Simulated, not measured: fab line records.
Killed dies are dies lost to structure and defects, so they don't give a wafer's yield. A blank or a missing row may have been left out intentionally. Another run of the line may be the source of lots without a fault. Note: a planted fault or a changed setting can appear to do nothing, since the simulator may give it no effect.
What tool caused it?	flow nandHarc	72 wafers from 24 lots sampled at 6 of the route's 1302 steps

WHAT THE GAUGES READ, wafer by wafer
The record holds no reading of a measuring or inspecting step that can be judged against a usual standard deviation.

WHICH TOOL RAN EACH LOT (tool, then ch and the chambers of the sampled wafers, then the start)
lot	NHARC_A_STAIRCASE_ETCH_21	NHARC_A_STAIRCASE_ETCH_192	NHARC_A_STAIRCASE_TRIM_222	NHARC_A_STAIRCASE_ETCH_223	NHARC_A_STAIRCASE_TRIM_235	NHARC_A_STAIRCASE_STRIP_238
L075	rieDiel-10 ch 0,1, day 16 17:37 or earlier	rieDiel-07 ch 0,2,3, day 16 17:37 or earlier	rieDiel-07 ch 0,1,3, day 16 17:37 or earlier	rieDiel-07 ch 2,3, day 16 17:37 or earlier	rieDiel-10 ch 2,3, day 16 17:37 or earlier	plasmaAsher-02 ch 0,1, day 16 17:37
L074	rieDiel-07 ch 1,2,3, day 16 19:56 or earlier	rieDiel-02 ch 1,2,3, day 16 19:56 or earlier	rieDiel-07 ch 0,3, day 16 19:56 or earlier	rieDiel-07 ch 0,2, day 16 19:56 or earlier	rieDiel-10 ch 0,2, day 16 19:56 or earlier	plasmaAsher-01 ch 0, day 16 19:56
L077	rieDiel-02 ch 0,2,3, day 16 23:38 or earlier	rieDiel-10 ch 0,1,2, day 16 23:38 or earlier	rieDiel-10 ch 0,1,2, day 16 23:38 or earlier	rieDiel-10 ch 0,2,3, day 16 23:38 or earlier	rieDiel-07 ch 0,1, day 16 23:38 or earlier	plasmaAsher-02 ch 0,1, day 16 23:38
L076	rieDiel-02 ch 0,1,2, day 17 01:52 or earlier	rieDiel-10 ch 0,1,2, day 17 01:52 or earlier	rieDiel-07 ch 0,1,2, day 17 01:52 or earlier	rieDiel-07 ch 1,3, day 17 01:52 or earlier	rieDiel-02 ch 1,2, day 17 01:52 or earlier	plasmaAsher-01 ch 0,1, day 17 01:52
L079	rieDiel-02 ch 0,2, day 18 05:40 or earlier	rieDiel-07 ch 0,1, day 18 05:40 or earlier	rieDiel-07 ch 1,2,3, day 18 05:40 or earlier	rieDiel-07 ch 0,1,3, day 18 05:40 or earlier	rieDiel-07 ch 0,1,3, day 18 05:40 or earlier	plasmaAsher-01 ch 0, day 18 05:40
L078	rieDiel-07 ch 0,3, day 18 06:29 or earlier	rieDiel-07 ch 0,2,3, day 18 06:29 or earlier	rieDiel-10 ch 0,1,3, day 18 06:29 or earlier	rieDiel-10 ch 0,3, day 18 06:29 or earlier	rieDiel-02 ch 0,1, day 18 06:29 or earlier	plasmaAsher-01 ch 0,1, day 18 06:29
L080	rieDiel-10 ch 1,2,3, day 18 17:12 or earlier	rieDiel-10 ch 0,2,3, day 18 17:12 or earlier	rieDiel-02 ch 1,2,3, day 18 17:12 or earlier	rieDiel-02 ch 1,2,3, day 18 17:12 or earlier	rieDiel-07 ch 1,2,3, day 18 17:12 or earlier	plasmaAsher-01 ch 0,1, day 18 17:12
L081	rieDiel-02 ch 0,2,3, day 18 19:15 or earlier	rieDiel-07 ch 0,3, day 18 19:15 or earlier	rieDiel-07 ch 0,2,3, day 18 19:15 or earlier	rieDiel-07 ch 2,3, day 18 19:15 or earlier	rieDiel-02 ch 1,2,3, day 18 19:15 or earlier	plasmaAsher-01 ch 0,1, day 18 19:15
L082	rieDiel-07 ch 0,2,3, day 19 23:20 or earlier	rieDiel-10 ch 0,2,3, day 19 23:20 or earlier	rieDiel-10 ch 0,1,2, day 19 23:20 or earlier	rieDiel-10 ch 1,2,3, day 19 23:20 or earlier	rieDiel-10 ch 0,1,2, day 19 23:20 or earlier	plasmaAsher-02 ch 0,1, day 19 23:20
L083	rieDiel-02 ch 1,2,3, day 20 09:53 or earlier	rieDiel-10 ch 0,1,3, day 20 09:53 or earlier	rieDiel-02 ch 0,1,3, day 20 09:53 or earlier	rieDiel-02 ch 0,1,3, day 20 09:53 or earlier	rieDiel-02 ch 0,1,2, day 20 09:53 or earlier	plasmaAsher-02 ch 0,1, day 20 09:53
L084	rieDiel-07 ch 1,2, day 20 15:58 or earlier	rieDiel-02 ch 1,3, day 20 15:58 or earlier	rieDiel-10 ch 0,1,3, day 20 15:58 or earlier	rieDiel-10 ch 0,1,3, day 20 15:58 or earlier	rieDiel-07 ch 1,3, day 20 15:58 or earlier	plasmaAsher-01 ch 0,1, day 20 15:58
L085	rieDiel-02 ch 0,2,3, day 20 14:31 or earlier	rieDiel-02 ch 1,2,3, day 20 14:31 or earlier	rieDiel-10 ch 0,1,2, day 20 14:31 or earlier	rieDiel-10 ch 0,1,2, day 20 14:31 or earlier	rieDiel-07 ch 0,1,3, day 20 14:31 or earlier	plasmaAsher-01 ch 0,1, day 20 14:31
L086	rieDiel-02 ch 0,3, day 21 05:37 or earlier	rieDiel-02 ch 0,3, day 21 05:37 or earlier	rieDiel-02 ch 0,2,3, day 21 05:37 or earlier	rieDiel-02 ch 0,2,3, day 21 05:37 or earlier	rieDiel-07 ch 0,1, day 21 05:37 or earlier	plasmaAsher-02 ch 0,1, day 21 05:37
L087	rieDiel-10 ch 0,1,3, day 21 14:20 or earlier	rieDiel-07 ch 1,2, day 21 14:20 or earlier	rieDiel-07 ch 0,1,3, day 21 14:20 or earlier	rieDiel-07 ch 0,1,3, day 21 14:20 or earlier	rieDiel-07 ch 1,2, day 21 14:20 or earlier	plasmaAsher-02 ch 0,1, day 21 14:20
L089	rieDiel-10 ch 0,1,3, day 22 09:46 or earlier	rieDiel-07 ch 1,2,3, day 22 09:46 or earlier	rieDiel-10 ch 0,2,3, day 22 09:46 or earlier	rieDiel-10 ch 0,2, day 22 09:46 or earlier	rieDiel-10 ch 1,2, day 22 09:46 or earlier	plasmaAsher-02 ch 0,1, day 22 09:46
L088	rieDiel-02 ch 0,2,3, day 22 11:08 or earlier	rieDiel-02 ch 1,2, day 22 11:08 or earlier	rieDiel-07 ch 1,2,3, day 22 11:08 or earlier	rieDiel-07 ch 1,3, day 22 11:08 or earlier	rieDiel-10 ch 1,2, day 22 11:08 or earlier	plasmaAsher-01 ch 0,1, day 22 11:08
L090	rieDiel-02 ch 0,3, day 23 09:59 or earlier	rieDiel-10 ch 1,2, day 23 09:59 or earlier	rieDiel-07 ch 0,2, day 23 09:59 or earlier	rieDiel-07 ch 0,1,2, day 23 09:59 or earlier	rieDiel-10 ch 0,1, day 23 09:59 or earlier	plasmaAsher-01 ch 0,1, day 23 09:59
L091	rieDiel-07 ch 1,2,3, day 23 19:52 or earlier	rieDiel-10 ch 0,1,2, day 23 19:52 or earlier	rieDiel-02 ch 0,1,3, day 23 19:52 or earlier	rieDiel-02 ch 0,1,3, day 23 19:52 or earlier	rieDiel-10 ch 0,1,2, day 23 19:52 or earlier	plasmaAsher-02 ch 0,1, day 23 19:52
L092	rieDiel-07 ch 1,2,3, day 24 03:29 or earlier	rieDiel-10 ch 0,2,3, day 24 03:29 or earlier	rieDiel-07 ch 0,1,3, day 24 03:29 or earlier	rieDiel-07 ch 0,2,3, day 24 03:29 or earlier	rieDiel-02 ch 0,1,3, day 24 03:29 or earlier	plasmaAsher-02 ch 0,1, day 24 03:29
L093	rieDiel-07 ch 0,2,3, day 24 06:11 or earlier	rieDiel-02 ch 0,1,3, day 24 06:11 or earlier	rieDiel-07 ch 1,2,3, day 24 06:11 or earlier	rieDiel-07 ch 0,2,3, day 24 06:11 or earlier	rieDiel-07 ch 1,2,3, day 24 06:11 or earlier	plasmaAsher-02 ch 0,1, day 24 06:11
L094	rieDiel-10 ch 0,1,2, day 24 14:40 or earlier	rieDiel-02 ch 0,1,3, day 24 14:40 or earlier	rieDiel-02 ch 1,3, day 24 14:40 or earlier	rieDiel-02 ch 0,1, day 24 14:40 or earlier	rieDiel-02 ch 0,1, day 24 14:40 or earlier	plasmaAsher-02 ch 0,1, day 24 14:40
L095	rieDiel-10 ch 0,2, day 25 13:49 or earlier	rieDiel-07 ch 0,1,3, day 25 13:49 or earlier	rieDiel-02 ch 1,2, day 25 13:49 or earlier	rieDiel-02 ch 1,2,3, day 25 13:49 or earlier	rieDiel-10 ch 0,3, day 25 13:49 or earlier	plasmaAsher-01 ch 0,1, day 25 13:49
L097	rieDiel-10 ch 1,2, day 25 15:37 or earlier	rieDiel-02 ch 0,1,2, day 25 15:37 or earlier	rieDiel-10 ch 1,2,3, day 25 15:37 or earlier	rieDiel-10 ch 0,2,3, day 25 15:37 or earlier	rieDiel-02 ch 0,3, day 25 15:37 or earlier	plasmaAsher-01 ch 0,1, day 25 15:37
L096	rieDiel-02 ch 1,2, day 25 15:27 or earlier	rieDiel-10 ch 0,1, day 25 15:27 or earlier	rieDiel-02 ch 0,1,2, day 25 15:27 or earlier	rieDiel-02 ch 0,1,3, day 25 15:27 or earlier	rieDiel-07 ch 1,3, day 25 15:27 or earlier	plasmaAsher-02 ch 0,1, day 25 15:27
- NHARC_A_STAIRCASE_ETCH_21: etches the open film in C4F8/O2, target depth 100 nm, time 40.5 s.
- NHARC_A_STAIRCASE_ETCH_192: etches the open film in C4F8/O2, target depth 100 nm, time 40.5 s.
- NHARC_A_STAIRCASE_TRIM_222: chemistry O2, time 211.2 s.
- NHARC_A_STAIRCASE_ETCH_223: etches the open film in C4F8/O2, target depth 100 nm, time 40.5 s.
- NHARC_A_STAIRCASE_TRIM_235: chemistry O2, time 211.2 s.
- NHARC_A_STAIRCASE_STRIP_238: strips in O2.

AS READ BY THE TOOLS THEMSELVES (means over the sampled wafers that have a number; for cases with no such wafer, the mark the record gives instead)
NHARC_A_STAIRCASE_ETCH_21. Usual: biasW 999.9 W, standard deviation 2.6; oesProductAu 0.949 a.u., standard deviation 0.017; rfVppV 896 V, standard deviation 6.
lot	tool	biasW (W)	oesProductAu (a.u.)	rfVppV (V)	flag
L075	rieDiel-10	999.6	0.960	899	
L074	rieDiel-07	1001.3	0.943	895	
L077	rieDiel-02	997.4	0.946	900	
L076	rieDiel-02	1004.3	0.946	900	
L079	rieDiel-02	1001.1	0.946	897	
L078	rieDiel-07	1001.0	0.935	893	
L080	rieDiel-10	999.4	0.948	890	
L081	rieDiel-02	999.7	0.960	900	
L082	rieDiel-07	1001.1	0.976	892	
L083	rieDiel-02	1000.6	0.943	901	
L084	rieDiel-07	1000.6	0.944	893	
L085	rieDiel-02	1000.9	0.928	899	
L086	rieDiel-02	997.0	0.953	902	
L087	rieDiel-10	1000.2	0.960	894	
L089	rieDiel-10	997.1	0.960	894	
L088	rieDiel-02	998.6	0.921	899	
L090	rieDiel-02	999.6	0.955	902	
L091	rieDiel-07	1000.1	0.957	893	
L092	rieDiel-07	998.5	0.940	894	
L093	rieDiel-07	997.5	0.935	891	
L094	rieDiel-10	1003.1	0.961	894	
L095	rieDiel-10	999.1	0.947	895	
L097	rieDiel-10	999.6	0.982	889	
L096	rieDiel-02	997.6	0.939	900	

NHARC_A_STAIRCASE_ETCH_192. Usual: biasW 999.9 W, standard deviation 3; oesProductAu 0.943 a.u., standard deviation 0.014; rfVppV 895 V, standard deviation 6.
lot	tool	biasW (W)	oesProductAu (a.u.)	rfVppV (V)	flag
L075	rieDiel-07	1000.3	0.951	892	
L074	rieDiel-02	1002.2	0.944	901	
L077	rieDiel-10	1001.5	0.959	894	
L076	rieDiel-10	997.9	0.966	894	
L079	rieDiel-07	1000.9	0.941	895	
L078	rieDiel-07	1001.7	0.939	892	
L080	rieDiel-10	1003.4	0.951	895	
L081	rieDiel-07	998.8	0.932	892	
L082	rieDiel-10	997.0	0.948	895	
L083	rieDiel-10	1001.0	0.948	894	
L084	rieDiel-02	998.6	0.931	903	
L085	rieDiel-02	1001.0	0.926	900	
L086	rieDiel-02	998.4	0.929	901	
L087	rieDiel-07	999.4	0.946	891	
L089	rieDiel-07	997.7	0.930	895	
L088	rieDiel-02	998.4	0.937	897	
L090	rieDiel-10	1002.6	0.939	889	
L091	rieDiel-10	1002.8	0.947	894	
L092	rieDiel-10	998.3	0.959	896	
L093	rieDiel-02	1000.4	0.930	901	
L094	rieDiel-02	998.1	0.938	902	
L095	rieDiel-07	999.4	0.932	894	
L097	rieDiel-02	1001.5	0.951	899	
L096	rieDiel-10	997.4	0.950	892	

NHARC_A_STAIRCASE_TRIM_222. Usual: drypumpMotorCurrentA 5.6 A, standard deviation 0.43; oesProductAu 0.998 a.u., standard deviation 0.011; rfVppV 57.8 V, standard deviation 0.88; showerheadPlenumPTorr 3.51 Torr, standard deviation 0.16; throttleValvePct 17.037 %, standard deviation 0.0092.
lot	tool	drypumpMotorCurrentA (A)	oesProductAu (a.u.)	rfVppV (V)	showerheadPlenumPTorr (Torr)	throttleValvePct (%)	flag
L075	rieDiel-07	5.9	1.004	56.9	3.50	17.039	
L074	rieDiel-07	5.9	1.006	58.5	3.44	17.039	
L077	rieDiel-10	5.6	1.019	58.1	3.50	17.043	
L076	rieDiel-07	5.8	0.995	57.4	3.41	17.039	
L079	rieDiel-07	6.0	1.007	57.4	3.48	17.036	
L078	rieDiel-10	5.7	1.006	56.4	3.49	17.042	
L080	rieDiel-02	5.5	0.994	58.2	3.66	17.031	
L081	rieDiel-07	6.0	0.996	57.4	3.42	17.032	
L082	rieDiel-10	5.6	1.003	57.0	3.49	17.029	
L083	rieDiel-02	5.3	0.997	58.6	3.70	17.042	
L084	rieDiel-10	5.7	1.005	57.6	3.49	17.039	
L085	rieDiel-10	5.6	0.992	57.8	3.48	17.037	
L086	rieDiel-02	5.5	0.987	58.0	3.61	17.039	
L087	rieDiel-07	5.9	0.988	58.8	3.47	17.028	
L089	rieDiel-10	5.2	1.004	56.9	3.51	17.034	
L088	rieDiel-07	6.0	0.989	57.9	3.46	17.034	
L090	rieDiel-07	5.9	1.008	57.8	3.32	17.030	
L091	rieDiel-02	5.3	0.997	58.4	3.68	17.045	
L092	rieDiel-07	5.9	0.994	58.1	3.47	17.048	
L093	rieDiel-07	6.0	0.993	58.2	3.45	17.041	
L094	rieDiel-02	5.2	0.982	57.9	3.72	17.043	
L095	rieDiel-02	5.5	0.999	58.1	3.63	17.045	
L097	rieDiel-10	5.3	1.001	57.7	3.34	17.038	
L096	rieDiel-02	5.5	1.000	57.9	3.59	17.044	

NHARC_A_STAIRCASE_ETCH_223. Usual: biasW 1000.1 W, standard deviation 2.7; oesProductAu 0.939 a.u., standard deviation 0.013; rfVppV 895 V, standard deviation 5.9.
lot	tool	biasW (W)	oesProductAu (a.u.)	rfVppV (V)	flag
L075	rieDiel-07	1001.7	0.961	894	
L074	rieDiel-07	999.8	0.942	889	
L077	rieDiel-10	999.1	0.959	895	
L076	rieDiel-07	1002.6	0.940	898	
L079	rieDiel-07	999.7	0.938	895	
L078	rieDiel-10	999.9	0.948	900	
L080	rieDiel-02	999.7	0.934	902	
L081	rieDiel-07	1000.6	0.930	894	
L082	rieDiel-10	1000.1	0.938	890	
L083	rieDiel-02	1003.8	0.940	902	
L084	rieDiel-10	1000.9	0.947	895	
L085	rieDiel-10	1000.2	0.950	893	
L086	rieDiel-02	1000.6	0.922	899	
L087	rieDiel-07	999.6	0.928	894	
L089	rieDiel-10	999.6	0.943	900	
L088	rieDiel-07	998.9	0.923	897	
L090	rieDiel-07	1002.3	0.929	890	
L091	rieDiel-02	997.0	0.946	902	
L092	rieDiel-07	1000.9	0.934	891	
L093	rieDiel-07	999.8	0.933	891	
L094	rieDiel-02	998.9	0.941	902	
L095	rieDiel-02	999.5	0.954	900	
L097	rieDiel-10	1001.6	0.945	894	
L096	rieDiel-02	997.3	0.927	901	

NHARC_A_STAIRCASE_TRIM_235. Usual: drypumpMotorCurrentA 5.6 A, standard deviation 0.44; oesProductAu 0.998 a.u., standard deviation 0.012; rfVppV 57.7 V, standard deviation 0.88; showerheadPlenumPTorr 3.51 Torr, standard deviation 0.16; throttleValvePct 17.037 %, standard deviation 0.0084.
lot	tool	drypumpMotorCurrentA (A)	oesProductAu (a.u.)	rfVppV (V)	showerheadPlenumPTorr (Torr)	throttleValvePct (%)	flag
L075	rieDiel-10	4.9	1.005	57.6	3.41	17.040	
L074	rieDiel-10	5.6	1.021	58.1	3.66	17.042	
L077	rieDiel-07	5.8	0.997	57.7	3.43	17.031	
L076	rieDiel-02	5.8	0.989	57.5	3.57	17.035	
L079	rieDiel-07	6.0	0.997	58.1	3.49	17.041	
L078	rieDiel-02	5.3	1.009	58.0	3.70	17.047	
L080	rieDiel-07	6.0	0.999	57.6	3.47	17.029	
L081	rieDiel-02	5.5	0.981	58.3	3.66	17.042	
L082	rieDiel-10	5.6	1.008	57.8	3.49	17.035	
L083	rieDiel-02	5.5	0.999	57.9	3.61	17.038	
L084	rieDiel-07	6.1	0.998	57.5	3.55	17.041	
L085	rieDiel-07	6.0	1.000	58.4	3.48	17.029	
L086	rieDiel-07	5.8	0.990	57.3	3.41	17.043	
L087	rieDiel-07	5.8	0.994	58.3	3.45	17.040	
L089	rieDiel-10	5.2	1.008	56.5	3.36	17.035	
L088	rieDiel-10	5.2	1.012	57.5	3.36	17.037	
L090	rieDiel-10	6.0	1.006	57.6	3.60	17.041	
L091	rieDiel-10	5.6	1.010	57.7	3.47	17.031	
L092	rieDiel-02	5.3	0.989	58.3	3.68	17.033	
L093	rieDiel-07	6.0	0.999	57.7	3.45	17.040	
L094	rieDiel-02	5.2	1.000	58.4	3.67	17.033	
L095	rieDiel-10	5.7	1.009	57.9	3.61	17.037	
L097	rieDiel-02	5.3	0.998	58.7	3.64	17.042	
L096	rieDiel-07	6.1	0.983	57.6	3.53	17.033	

NHARC_A_STAIRCASE_STRIP_238. Usual: drypumpMotorCurrentA 5.83 A, standard deviation 0.24; heaterPowerW 318 W, standard deviation 37.
lot	tool	drypumpMotorCurrentA (A)	heaterPowerW (W)	flag
L075	plasmaAsher-02	5.58	334	
L074	plasmaAsher-01	5.94	360	
L077	plasmaAsher-02	5.70	323	
L076	plasmaAsher-01	6.05	289	
L079	plasmaAsher-01	5.97	362	
L078	plasmaAsher-01	6.04	288	
L080	plasmaAsher-01	6.05	287	
L081	plasmaAsher-01	6.05	295	
L082	plasmaAsher-02	5.70	325	
L083	plasmaAsher-02	5.57	329	
L084	plasmaAsher-01	6.02	327	
L085	plasmaAsher-01	5.99	326	
L086	plasmaAsher-02	5.68	323	
L087	plasmaAsher-02	5.59	332	
L089	plasmaAsher-02	5.57	330	
L088	plasmaAsher-01	6.00	327	
L090	plasmaAsher-01	6.04	292	
L091	plasmaAsher-02	5.58	332	
L092	plasmaAsher-02	5.70	324	
L093	plasmaAsher-02	5.58	325	
L094	plasmaAsher-02	5.57	328	
L095	plasmaAsher-01	6.01	329	
L097	plasmaAsher-01	6.07	300	
L096	plasmaAsher-02	5.57	326	

THE ANSWER, worked out from the rows above alone
Rule: a lot is off if the mean of its wafers that have a number lies more than 3 standard deviations from the usual mean. A lot without any number at a reading at which 4 lots or more have one is off too. The other lots that the step has rows for count as sound. First the gauges in route order, then the tools' own readings, where a lot's mean is used as printed above. At the first step where some lot is off, the reading lying furthest off is the one used; lots without a number count as furthest.
Across all readings shown, no lot is off: no conclusion can be drawn from this.

WHAT THE SIMULATOR HAD INSERTED
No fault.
